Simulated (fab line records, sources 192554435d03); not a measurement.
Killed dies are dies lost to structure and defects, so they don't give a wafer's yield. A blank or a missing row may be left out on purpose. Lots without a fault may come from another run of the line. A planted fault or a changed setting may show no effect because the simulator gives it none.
Chamber matching | flow n5_finfet | N5_MOL_CONTACT_COAG_CO_FILL_22 on cvd_co-01: 3 sister chambers
The step material Co, precursor CCTBA/H2, target thk 20 nm. 3 wafers are shown with their chamber, then 12 later ones without.

WAFERS WITH THEIR CHAMBER
wafer  | chamber | heater_power_w (W)
L089.4 | 2       | 228
L089.5 | 0       | 227
L089.6 | 1       | 205

WAFERS WITHOUT THEIR CHAMBER
wafer  | heater_power_w (W)
L093.2 | 213
L093.4 | 233
L093.5 | 211
L092.1 | 228
L092.2 | 229
L092.5 | 224
L095.2 | 211
L095.3 | 229
L095.5 | 225
L097.2 | 225
L097.3 | 202
L097.5 | 230

WHICH CHAMBER EACH WENT THROUGH
wafer  | from the rows above          | in truth
L093.2 | can't be placed: 1 or 0 or 2 | 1
L093.4 | can't be placed: 2 or 0      | 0
L093.5 | 1                            | 1
L092.1 | can't be placed: 2 or 0      | 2
L092.2 | can't be placed: 2 or 0      | 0
L092.5 | can't be placed: 0 or 2      | 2
L095.2 | 1                            | 1
L095.3 | can't be placed: 2 or 0      | 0
L095.5 | can't be placed: 0 or 2      | 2
L097.2 | can't be placed: 0 or 2      | 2
L097.3 | 1                            | 1
L097.5 | can't be placed: 2 or 0      | 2
Placed correctly: 3 of 12. Can't be placed from these rows: 9 (the true chamber is among the candidates in 9). Placed wrongly: 0.
How it was worked out, from the rows above alone: a wafer's distance from a chamber is the root of the sum, over the readings, of the square of ((its reading less the chamber's mean) divided by the reading's scatter). The wafer belongs to the nearest chamber; if the next one is less than 2 further off, it can't be placed. A chamber's mean is the mean of its shown wafers. The scatter: with one shown wafer a chamber, the root of the mean of the squares of how far each hidden wafer lies from its nearest shown one.
